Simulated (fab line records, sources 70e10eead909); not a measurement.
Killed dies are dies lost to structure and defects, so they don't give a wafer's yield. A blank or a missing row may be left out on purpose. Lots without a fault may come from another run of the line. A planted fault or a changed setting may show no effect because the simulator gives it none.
Chamber matching | flow nand_harc | NHARC_P_ZERO_WELL_DESCUM_39 on rie_diel-04: 4 sister chambers
The step chemistry O2, time 3 s. 18 wafers are shown with their chamber, then 9 later ones without.

WAFERS WITH THEIR CHAMBER
wafer  | chamber | showerhead_plenum_p_Torr (Torr) | oes_product_au (a.u.) | rf_vpp_V (V)
L074.4 | 1       | 2.06                            | 0.988                 | 57.4
L074.5 | 3       | 1.90                            | 0.992                 | 58.7
L074.6 | 0       | 2.02                            | 0.997                 | 58.3
L076.2 | 3       | 1.89                            | 0.982                 | 57.1
L076.4 | 2       | 1.79                            | 1.007                 | 56.4
L076.6 | 3       | 1.89                            | 0.970                 | 57.8
L080.2 | 0       | 2.01                            | 0.994                 | 58.5
L080.5 | 0       | 2.01                            | 0.999                 | 59.1
L080.6 | 3       | 1.89                            | 0.987                 | 58.3
L082.1 | 0       | 2.01                            | 0.998                 | 60.3
L082.4 | 1       | 2.05                            | 0.993                 | 57.8
L082.6 | 1       | 2.05                            | 1.003                 | 58.0
L083.2 | 0       | 2.01                            | 1.000                 | 59.0
L083.3 | 3       | 1.88                            | 0.990                 | 56.7
L083.4 | 2       | 1.78                            | 1.006                 | 57.3
L089.2 | 0       | 2.00                            | 0.993                 | 58.5
L089.3 | 2       | 1.77                            | 1.004                 | 55.4
L089.6 | 2       | 1.77                            | 1.017                 | 57.2

SIGNATURES (means of the wafers above)
reading                  | chamber 0 | chamber 1 | chamber 2 | chamber 3 | scatter within a chamber
showerhead_plenum_p_Torr | 2.0100    | 2.0533    | 1.7775    | 1.8900    | 0.00728
oes_product_au           | 0.99683   | 0.99467   | 1.00850   | 0.98420   | 0.00635
rf_vpp_V                 | 58.950    | 57.733    | 56.575    | 57.720    | 0.752
Rule: a wafer's distance from a chamber is the root of the sum, over the readings, of the square of ((its reading less the chamber's mean) divided by the reading's scatter). The wafer belongs to the nearest chamber; if the next one is less than 2 further off, it can't be placed. The scatter: the root of (the sum of the squares of (reading less its chamber's mean) over the shown wafers, divided by (wafers less chambers)).

WAFERS WITHOUT THEIR CHAMBER
wafer  | showerhead_plenum_p_Torr (Torr) | oes_product_au (a.u.) | rf_vpp_V (V)
L091.2 | 1.77                            | 1.017                 | 58.0
L091.3 | 2.00                            | 1.002                 | 56.5
L091.4 | 2.04                            | 0.994                 | 58.2
L092.4 | 1.88                            | 1.025                 | 58.7
L092.5 | 1.88                            | 1.028                 | 56.9
L092.6 | 1.77                            | 1.032                 | 56.3
L094.1 | 1.77                            | 1.016                 | 57.9
L094.4 | 2.03                            | 0.970                 | 58.5
L094.5 | 2.00                            | 0.999                 | 59.1

WHICH CHAMBER EACH WENT THROUGH
wafer  | from the rows above     | in truth
L091.2 | 2                       | 2
L091.3 | 0                       | 0
L091.4 | 1                       | 1
L092.4 | 3                       | 3
L092.5 | 3                       | 3
L092.6 | 2                       | 2
L094.1 | 2                       | 2
L094.4 | can't be placed: 0 or 1 | 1
L094.5 | 0                       | 0
Placed correctly: 8 of 9. Can't be placed from these rows: 1 (the true chamber is among the candidates in 1). Placed wrongly: 0.
